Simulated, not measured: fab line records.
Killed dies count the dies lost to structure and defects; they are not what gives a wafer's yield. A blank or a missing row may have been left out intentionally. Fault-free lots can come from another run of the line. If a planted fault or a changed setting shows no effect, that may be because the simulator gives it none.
fab line records | flow n5_finfet | part 2 of 2: steps 5 to 6 of 6
[record] lots = 21 | wafers = 63 | last_day = 19
route steps=1938 shown MOL_CONTACT_COAG@539
lots with no fault: from the same line, run without faults
start_h: the number of hours between the record's first day and the start of the first shown wafer of the lot | wait_h: hours since the lot's step before | " unchanged from the row above | L1.1+2: several wafers, shown together as one row | - no value present, or no start provided | * or withheld: withheld | < > ~ a bound
route shown NAME@n: a module of which the file shows steps, and the number in the route of the first | usual: mean/standard deviation taken from wafers without a fault | same: alike in all rows | chamber/n: place in a boat | sites: per-site readings | _std_site: standard deviation across them | _edge_site: outer sites' mean less inner sites' | radius_mm: how far each site lies from the wafer's centre | mask NAME#n: copy n | behind: tool/chamber where the wafer was last shaped | hold: the reason the lot was held/the length of the hold in hours/how it ended | device: whichever transistor did not switch (one of n, p or np) | end of line: the same wafers' tests at the end of the route | a step without rows: its recipe alone | killed: at the first sort, the dies lost to defects and structure; wafer yield is something else | map: a wafer's dies, marking killed ones x, the rest . and places with no die _
set.NAME: the setting as run; set.NAME@STEP: as run at that earlier step | model.NAME: the simulator's own value behind a step, which no gauge read
route steps across a sampled set of lots; one table per step, one row per wafer
services: the hour from which a tool's chamber was out of use, counted from the record's first day as start_h (under 0 if before that day), plus the number of hours and why
[[steps]]
[step N5_MOL_CONTACT_COAG_ETCH_65]
[recipe] chemistry = N2/H2 | target = underlayer | target_depth_a = 130 | mask_material = CAR-EUV | time_s = 10.4 | ion_energy_ev = 200 | pressure_mtorr = 30 | source_w = 840 | bias_w = 150 | n2_flow_sccm = 200 | h2_flow_sccm = 200 | ends = cleared
[usual] drypump_motor_current_A = 5.8/0.47 | etch_rf_on_time_s = 10.33/0.22 | h2_flow_sccm = 200.0/0.71 | oes_product_au = 0.69/0.067 | rf_vpp_V = 523.5/2.5 | showerhead_plenum_p_Torr = 2.53/0.093 | throttle_valve_pct = 17.80/0.27
lot.wafer | tool        | chamber | start_h | wait_h | drypump_motor_current_A | etch_rf_on_time_s | h2_flow_sccm | oes_product_au | rf_hours_counter_h | rf_vpp_V | showerhead_plenum_p_Torr | throttle_valve_pct
L075.1    | rie_diel-01 | 1       | 117.51  | 0.0    | 6.5                     | 9.96              | 200.2        | 0.76           | 29                 | 521.8    | 2.51                     | 17.59
L075.2    | "           | 3       | "       | "      | 5.1                     | 10.09             | 200.0        | 0.67           | 142                | 517.4    | 2.33                     | 17.47
L075.6    | "           | 0       | "       | "      | 6.2                     | 10.71             | 199.5        | 0.67           | -                  | 521.2    | 2.44                     | 17.81
L076.3    | rie_diel-05 | 3       | 118.39  | 0.0    | 5.5                     | 10.28             | 200.9        | 0.58           | 265                | 521.8    | 2.49                     | 17.79
L076.4    | "           | 2       | "       | "      | 5.7                     | 9.93              | 200.1        | 0.67           | -                  | 527.0    | 2.65                     | 17.96
L076.6    | "           | 0       | "       | "      | 5.4                     | 10.22             | 199.4        | 0.76           | -                  | 526.4    | 2.59                     | 17.65
L078.2    | rie_diel-01 | 3       | 121.53  | 0.0    | 5.1                     | 10.18             | 200.7        | 0.67           | 143                | 518.2    | 2.33                     | 17.50
L078.3    | "           | 0       | "       | "      | 6.2                     | 10.73             | 199.6        | 0.67           | 124                | 520.2    | 2.44                     | 17.81
L078.6    | "           | 0       | "       | "      | 6.2                     | 10.66             | 199.8        | 0.66           | -                  | 520.0    | 2.44                     | 17.80
L077.4    | rie_diel-03 | 0       | 127.47  | 0.0    | 6.0                     | 10.33             | 200.1        | 0.74           | 53                 | 523.5    | 2.48                     | 17.99
L077.5    | "           | 2       | "       | "      | 6.7                     | 10.07             | 200.1        | 0.76           | -                  | 524.2    | 2.59                     | 17.87
L077.6    | "           | 1       | "       | "      | 6.5                     | 10.64             | 199.3        | 0.76           | -                  | 525.6    | 2.60                     | 17.58
L080.2    | rie_diel-05 | 0       | 137.55  | 0.0    | 5.4                     | 10.34             | 199.5        | 0.74           | 41                 | 524.8    | 2.58                     | 17.67
L080.4    | "           | 1       | "       | "      | 6.2                     | 10.18             | 201.6        | 0.85           | -                  | 523.6    | 2.48                     | 17.53
L080.5    | "           | 2       | "       | "      | 5.6                     | 9.98              | 198.6        | 0.67           | -                  | 525.7    | 2.65                     | 18.00
L079.1    | rie_diel-03 | 0       | 138.98  | 0.0    | 6.0                     | 10.44             | 200.0        | 0.73           | 57                 | 522.4    | 2.48                     | 18.00
L079.4    | "           | 2       | "       | "      | 6.7                     | 10.16             | 200.1        | 0.75           | 45                 | 523.7    | 2.59                     | 17.87
L079.6    | "           | 0       | "       | "      | 6.0                     | 10.46             | 199.8        | 0.72           | -                  | 522.8    | 2.48                     | 18.00
L081.1    | rie_diel-03 | 0       | 140.88  | 0.0    | 6.0                     | 10.48             | 200.0        | 0.72           | 57                 | 520.7    | 2.48                     | 18.01
L081.2    | "           | 2       | "       | "      | 6.7                     | 10.19             | 200.9        | 0.73           | 46                 | 524.9    | 2.58                     | 17.87
L081.6    | "           | 0       | "       | "      | 6.0                     | 10.50             | 200.2        | 0.73           | -                  | 522.6    | 2.48                     | 17.99
L083.2    | rie_diel-03 | 3       | 153.75  | 0.0    | 5.6                     | 10.34             | 199.5        | 0.59           | 227                | 526.0    | 2.62                     | 18.41
L083.3    | "           | 2       | "       | "      | 6.7                     | 10.11             | 200.4        | 0.74           | 50                 | 524.5    | 2.58                     | 17.87
L083.6    | "           | 0       | "       | "      | 6.0                     | 10.38             | 200.7        | 0.72           | -                  | 521.8    | 2.48                     | 18.01
L084.1    | rie_diel-01 | 1       | 159.23  | 0.0    | 6.4                     | 10.07             | 200.1        | 0.72           | 43                 | 522.8    | 2.50                     | 17.60
L084.3    | "           | 2       | "       | "      | 5.4                     | 10.43             | 200.3        | 0.61           | 198                | 526.1    | 2.63                     | 17.95
L084.4    | "           | 3       | "       | "      | 5.1                     | 10.17             | 199.6        | 0.66           | 157                | 519.3    | 2.32                     | 17.51
L085.1    | rie_diel-05 | 1       | 168.11  | 0.0    | 6.2                     | 10.39             | 200.1        | 0.80           | 15                 | 523.0    | 2.48                     | 17.57
L085.4    | "           | 3       | "       | "      | 5.6                     | 10.33             | 200.1        | 0.83           | 1                  | 524.2    | 2.48                     | 17.35
L085.6    | "           | 3       | "       | "      | 5.6                     | 10.36             | 199.5        | 0.83           | -                  | 522.3    | 2.48                     | 17.35
L086.2    | rie_diel-01 | 2       | 174.48  | 0.0    | 5.4                     | 10.48             | 200.2        | 0.61           | 203                | 525.4    | 2.62                     | 17.97
L086.4    | "           | 3       | "       | "      | 5.1                     | 10.40             | 199.4        | 0.65           | 162                | 518.3    | 2.32                     | 17.53
L086.5    | "           | 3       | "       | "      | 5.1                     | 10.44             | 200.3        | 0.65           | -                  | 518.4    | 2.32                     | 17.51
L087.1    | rie_diel-05 | 0       | 177.31  | 0.0    | 5.4                     | 10.54             | 199.9        | 0.71           | 56                 | 524.4    | 2.58                     | 17.72
L087.2    | "           | 2       | "       | "      | 5.6                     | 9.99              | 200.4        | 0.65           | 193                | 526.9    | 2.64                     | 18.01
L087.5    | "           | 1       | "       | "      | 6.2                     | 10.54             | 198.8        | 0.78           | -                  | 523.3    | 2.48                     | 17.57
L088.2    | rie_diel-03 | 3       | 190.71  | 0.0    | 5.6                     | 10.45             | 199.4        | 0.58           | 239                | 525.1    | 2.62                     | 18.43
L088.3    | "           | 1       | "       | "      | 6.5                     | 10.72             | 200.5        | 0.73           | 47                 | 524.3    | 2.59                     | 17.61
L088.6    | "           | 3       | "       | "      | 5.6                     | 10.35             | 199.5        | 0.59           | -                  | 523.3    | 2.62                     | 18.42
L090.2    | rie_diel-05 | 0       | 199.75  | 0.0    | 5.3                     | 10.28             | 200.4        | 0.72           | 63                 | 524.5    | 2.57                     | 17.70
L090.4    | "           | 2       | "       | "      | 5.6                     | 9.77              | 200.4        | 0.65           | 201                | 524.5    | 2.64                     | 18.05
L090.6    | "           | 0       | "       | "      | 5.3                     | 10.28             | 200.1        | 0.71           | -                  | 524.9    | 2.57                     | 17.71
L091.2    | rie_diel-05 | 2       | 200.21  | 0.0    | 5.6                     | 9.87              | 199.5        | 0.65           | 201                | 524.7    | 2.64                     | 18.06
L091.5    | "           | 0       | "       | "      | 5.4                     | 10.34             | 200.0        | 0.71           | -                  | 523.9    | 2.57                     | 17.69
L091.6    | "           | 1       | "       | "      | 6.2                     | 10.42             | 199.1        | 0.78           | -                  | 523.3    | 2.47                     | 17.59
L092.1    | rie_diel-01 | 3       | 208.45  | 0.0    | 5.1                     | 10.47             | 199.7        | 0.64           | 171                | 519.2    | 2.31                     | 17.54
L092.2    | "           | 2       | "       | "      | 5.4                     | 10.67             | 200.0        | 0.60           | 213                | 525.1    | 2.62                     | 17.97
L092.4    | "           | 0       | "       | "      | 6.2                     | 10.93             | 199.9        | 0.64           | 153                | 519.0    | 2.43                     | 17.86
L093.2    | rie_diel-03 | 3       | 215.55  | 0.0    | 5.6                     | 10.27             | 199.9        | 0.58           | 247                | 525.2    | 2.61                     | 18.44
L093.4    | "           | 1       | "       | "      | 6.5                     | 10.49             | 199.1        | 0.72           | 53                 | 525.2    | 2.58                     | 17.64
L093.6    | "           | 0       | "       | "      | 6.0                     | 10.34             | 200.1        | 0.70           | -                  | 522.9    | 2.47                     | 18.03
L094.1    | rie_diel-05 | 3       | 220.56  | 0.0    | 5.6                     | 10.39             | 200.1        | 0.77           | 18                 | 524.1    | 2.48                     | 17.37
L094.3    | "           | 2       | "       | "      | 5.6                     | 9.83              | 198.9        | 0.65           | 207                | 526.3    | 2.63                     | 18.05
L094.4    | "           | 1       | "       | "      | 6.2                     | 10.34             | 198.2        | 0.77           | 33                 | 522.2    | 2.47                     | 17.59
L095.2    | rie_diel-05 | 2       | 225.82  | 0.0    | 5.6                     | 9.85              | 201.3        | 0.65           | 208                | 525.8    | 2.63                     | 18.05
L095.5    | "           | 0       | "       | "      | 5.4                     | 10.41             | 200.2        | 0.70           | -                  | 526.3    | 2.57                     | 17.72
L095.6    | "           | 3       | "       | "      | 5.6                     | 10.39             | 199.5        | 0.77           | -                  | 521.8    | 2.48                     | 17.36
L096.2    | rie_diel-01 | 3       | 234.86  | 0.0    | 5.1                     | 10.20             | 198.8        | 0.64           | 181                | 519.4    | 2.31                     | 17.55
L096.5    | "           | 1       | "       | "      | 6.5                     | 10.10             | 200.7        | 0.71           | -                  | 521.2    | 2.49                     | 17.64
L096.6    | "           | 2       | "       | "      | 5.4                     | 10.36             | 199.1        | 0.60           | -                  | 527.4    | 2.62                     | 17.99
L097.1    | rie_diel-01 | 3       | 237.90  | 0.0    | 5.1                     | 10.25             | 199.4        | 0.64           | 182                | 517.3    | 2.31                     | 17.55
L097.5    | "           | 3       | "       | "      | 5.2                     | 10.27             | 199.4        | 0.64           | -                  | 516.4    | 2.31                     | 17.54
L097.6    | "           | 1       | "       | "      | 6.5                     | 10.01             | 201.0        | 0.71           | -                  | 522.6    | 2.49                     | 17.65
[step N5_MOL_CONTACT_COAG_STRIP_72]
[recipe] chemistry = N2/H2 | power_w = 450 | temp_c = 40 | pressure_mtorr = 20 | rf_frequency_hz = 6e+07 | overash_fraction = 3 | bias_power_w = 7 | h2_frac = 0.5 | n2_flow_sccm = 200 | h2_flow_sccm = 200
[usual] drypump_motor_current_A = 6.0/0.51 | h2_flow_sccm = 200.0/0.56 | oes_product_au = 0.81/0.075 | rf_vpp_V = 59.1/2.1 | showerhead_plenum_p_Torr = 2.54/0.083 | throttle_valve_pct = 23.6/0.33
lot.wafer | tool        | chamber | start_h | wait_h | drypump_motor_current_A | h2_flow_sccm | oes_product_au | rf_hours_counter_h | rf_vpp_V | showerhead_plenum_p_Torr | throttle_valve_pct
L075.1    | rie_diel-05 | 3       | 118.06  | 0.0    | 5.6                     | 200.2        | 0.66           | 265                | 60.6     | 2.48                     | 23.4
L075.2    | "           | 2       | "       | "      | 5.6                     | 200.2        | 0.76           | 165                | 58.9     | 2.65                     | 23.7
L075.6    | "           | 3       | "       | "      | 5.6                     | 200.1        | 0.67           | -                  | 63.2     | 2.48                     | 23.4
L076.3    | rie_diel-05 | 3       | 119.13  | 0.0    | 5.6                     | 200.6        | 0.65           | 266                | 59.7     | 2.48                     | 23.4
L076.4    | "           | 0       | "       | "      | 5.4                     | 199.3        | 0.86           | -                  | 61.3     | 2.58                     | 23.5
L076.6    | "           | 3       | "       | "      | 5.6                     | 201.1        | 0.68           | -                  | 57.6     | 2.48                     | 23.4
L078.2    | rie_diel-03 | 3       | 122.17  | 0.0    | 5.6                     | 200.5        | 0.70           | 215                | 61.2     | 2.62                     | 24.2
L078.3    | "           | 2       | "       | "      | 6.7                     | 199.3        | 0.88           | 39                 | 60.9     | 2.58                     | 23.6
L078.6    | "           | 2       | "       | "      | 6.7                     | 199.5        | 0.85           | -                  | 59.5     | 2.58                     | 23.6
L077.4    | rie_diel-03 | 2       | 128.03  | 0.0    | 6.8                     | 200.0        | 0.86           | 41                 | 60.8     | 2.58                     | 23.6
L077.5    | "           | 0       | "       | "      | 6.0                     | 199.5        | 0.85           | -                  | 61.3     | 2.48                     | 24.0
L077.6    | "           | 1       | "       | "      | 6.5                     | 200.4        | 0.88           | -                  | 60.9     | 2.59                     | 23.3
L080.2    | rie_diel-01 | 1       | 138.11  | 0.0    | 6.5                     | 200.1        | 0.88           | 36                 | 57.0     | 2.50                     | 23.4
L080.4    | "           | 2       | "       | "      | 5.4                     | 200.6        | 0.72           | 190                | 58.6     | 2.63                     | 23.6
L080.5    | "           | 1       | "       | "      | 6.4                     | 200.6        | 0.88           | -                  | 56.5     | 2.50                     | 23.4
L079.1    | rie_diel-03 | 3       | 139.63  | 0.0    | 5.6                     | 200.7        | 0.68           | 222                | 60.2     | 2.62                     | 24.2
L079.4    | "           | 2       | "       | "      | 6.7                     | 200.0        | 0.88           | 45                 | 61.6     | 2.58                     | 23.6
L079.6    | "           | 2       | "       | "      | 6.7                     | 200.0        | 0.87           | -                  | 59.0     | 2.58                     | 23.6
L081.1    | rie_diel-03 | 0       | 141.60  | 0.0    | 6.0                     | 201.0        | 0.83           | 58                 | 58.4     | 2.48                     | 24.0
L081.2    | "           | 1       | "       | "      | 6.5                     | 199.5        | 0.89           | 30                 | 56.2     | 2.59                     | 23.3
L081.6    | "           | 2       | "       | "      | 6.8                     | 199.8        | 0.86           | -                  | 58.5     | 2.58                     | 23.6
L083.2    | rie_diel-03 | 2       | 154.40  | 0.0    | 6.7                     | 199.7        | 0.85           | 50                 | 63.4     | 2.58                     | 23.6
L083.3    | "           | 0       | "       | "      | 6.0                     | 198.5        | 0.84           | 63                 | 59.8     | 2.47                     | 24.0
L083.6    | "           | 1       | "       | "      | 6.5                     | 199.5        | 0.89           | -                  | 60.8     | 2.59                     | 23.4
L084.1    | rie_diel-01 | 1       | 159.79  | 0.0    | 6.5                     | 200.1        | 0.86           | 43                 | 60.1     | 2.50                     | 23.4
L084.3    | "           | 2       | "       | "      | 5.4                     | 199.9        | 0.71           | 198                | 60.6     | 2.62                     | 23.6
L084.4    | "           | 3       | "       | "      | 5.1                     | 200.2        | 0.76           | 157                | 54.8     | 2.32                     | 23.0
L085.1    | rie_diel-03 | 1       | 168.67  | 0.0    | 6.5                     | 200.9        | 0.85           | 40                 | 59.3     | 2.58                     | 23.3
L085.4    | "           | 0       | "       | "      | 6.0                     | 200.5        | 0.85           | 69                 | 56.6     | 2.47                     | 24.0
L085.6    | "           | 1       | "       | "      | 6.5                     | 199.6        | 0.88           | -                  | 56.7     | 2.58                     | 23.3
L086.2    | rie_diel-03 | 3       | 175.04  | 0.0    | 5.6                     | 199.8        | 0.70           | 233                | 57.1     | 2.61                     | 24.2
L086.4    | "           | 2       | "       | "      | 6.7                     | 199.7        | 0.86           | 56                 | 54.5     | 2.58                     | 23.6
L086.5    | "           | 2       | "       | "      | 6.7                     | 200.5        | 0.84           | -                  | 59.7     | 2.58                     | 23.6
L087.1    | rie_diel-03 | 0       | 178.35  | 0.0    | 6.0                     | 198.9        | 0.84           | 72                 | 59.5     | 2.47                     | 24.1
L087.2    | "           | 3       | "       | "      | 5.6                     | 200.3        | 0.70           | 235                | 56.0     | 2.61                     | 24.2
L087.5    | "           | 2       | "       | "      | 6.7                     | 199.8        | 0.86           | -                  | 60.7     | 2.58                     | 23.6
L088.2    | rie_diel-05 | 3       | 191.76  | 0.0    | 5.6                     | 199.9        | 0.91           | 8                  | 61.3     | 2.48                     | 23.1
L088.3    | "           | 1       | "       | "      | 6.2                     | 200.4        | 0.94           | 24                 | 57.3     | 2.47                     | 23.3
L088.6    | "           | 1       | "       | "      | 6.2                     | 200.9        | 0.94           | -                  | 63.2     | 2.47                     | 23.3
L090.2    | rie_diel-01 | 0       | 200.31  | 0.0    | 6.2                     | 200.5        | 0.78           | 150                | 60.0     | 2.43                     | 23.6
L090.4    | "           | 3       | "       | "      | 5.2                     | 199.3        | 0.74           | 169                | 60.9     | 2.31                     | 23.1
L090.6    | "           | 0       | "       | "      | 6.2                     | 200.3        | 0.78           | -                  | 59.9     | 2.43                     | 23.5
L091.2    | rie_diel-05 | 3       | 200.77  | 0.0    | 5.6                     | 201.1        | 0.91           | 12                 | 59.9     | 2.48                     | 23.1
L091.5    | "           | 0       | "       | "      | 5.3                     | 199.3        | 0.83           | -                  | 60.1     | 2.57                     | 23.6
L091.6    | "           | 1       | "       | "      | 6.2                     | 199.4        | 0.92           | -                  | 54.2     | 2.47                     | 23.3
L092.1    | rie_diel-01 | 3       | 209.01  | 0.0    | 5.1                     | 199.3        | 0.74           | 171                | 56.4     | 2.31                     | 23.1
L092.2    | "           | 2       | "       | "      | 5.4                     | 200.1        | 0.70           | 213                | 61.7     | 2.62                     | 23.7
L092.4    | "           | 1       | "       | "      | 6.4                     | 200.1        | 0.82           | 59                 | 58.7     | 2.49                     | 23.4
L093.2    | rie_diel-03 | 1       | 216.58  | 0.0    | 6.5                     | 200.0        | 0.83           | 54                 | 58.9     | 2.58                     | 23.4
L093.4    | "           | 3       | "       | "      | 5.6                     | 200.1        | 0.70           | 247                | 61.6     | 2.61                     | 24.3
L093.6    | "           | 2       | "       | "      | 6.7                     | 200.0        | 0.82           | -                  | 62.6     | 2.57                     | 23.6
L094.1    | rie_diel-03 | 0       | 221.12  | 0.0    | 6.0                     | 200.4        | 0.82           | 84                 | 57.7     | 2.46                     | 24.0
L094.3    | "           | 3       | "       | "      | 5.6                     | 200.6        | 0.68           | 248                | 56.9     | 2.61                     | 24.3
L094.4    | "           | 2       | "       | "      | 6.7                     | 199.9        | 0.83           | 70                 | 60.6     | 2.57                     | 23.6
L095.2    | rie_diel-05 | 0       | 226.38  | 0.0    | 5.4                     | 200.3        | 0.82           | 71                 | 55.9     | 2.57                     | 23.6
L095.5    | "           | 0       | "       | "      | 5.4                     | 200.2        | 0.83           | -                  | 57.6     | 2.57                     | 23.6
L095.6    | "           | 3       | "       | "      | 5.6                     | 200.0        | 0.89           | -                  | 58.6     | 2.47                     | 23.2
L096.2    | rie_diel-05 | 3       | 235.74  | 0.0    | 5.6                     | 200.7        | 0.89           | 21                 | 58.5     | 2.47                     | 23.1
L096.5    | "           | 1       | "       | "      | 6.2                     | 199.2        | 0.91           | -                  | 57.2     | 2.47                     | 23.3
L096.6    | "           | 3       | "       | "      | 5.5                     | 199.3        | 0.89           | -                  | 58.2     | 2.47                     | 23.1
L097.1    | rie_diel-05 | 3       | 238.63  | 0.0    | 5.5                     | 200.7        | 0.90           | 22                 | 59.2     | 2.47                     | 23.1
L097.5    | "           | 2       | "       | "      | 5.6                     | 200.3        | 0.72           | -                  | 60.0     | 2.63                     | 23.8
L097.6    | "           | 3       | "       | "      | 5.5                     | 199.5        | 0.89           | -                  | 61.4     | 2.47                     | 23.1
[[services]]
tool           | chamber | start_h | hours | kind
rie_diel-05    | 1       | 84.10   | 21.9  | repair
rie_diel-05    | 3       | 96.30   | 1.8   | repair
rie_diel-05    | 2       | 100.11  | 16.3  | repair
rie_diel-05    | 1       | 116.46  | -     | clean
rie_diel-05    | 1       | 116.46  | -     | consumable_replace:focus_ring
rie_diel-05    | 3       | 119.45  | 6.4   | repair
rie_diel-05    | 3       | 134.83  | -     | clean
rie_diel-05    | 3       | 134.83  | -     | consumable_replace:focus_ring
rie_diel-05    | 3       | 134.83  | 29.9  | scheduled_down
rie_diel-05    | 3       | 134.83  | 29.9  | vent_cycle
rie_diel-03    | 2       | 157.49  | 2.7   | repair
pvd_sputter-03 | -       | 205.12  | 1.6   | repair
rie_diel-03    | 3       | 227.88  | -     | clean
rie_diel-03    | 3       | 227.88  | -     | consumable_replace:focus_ring
rie_diel-03    | 3       | 227.88  | 18.7  | scheduled_down
rie_diel-03    | 3       | 227.88  | 18.7  | vent_cycle
rie_diel-05    | 2       | 229.83  | 7.1   | repair
pvd_sputter-01 | -       | 237.91  | 1.1   | repair
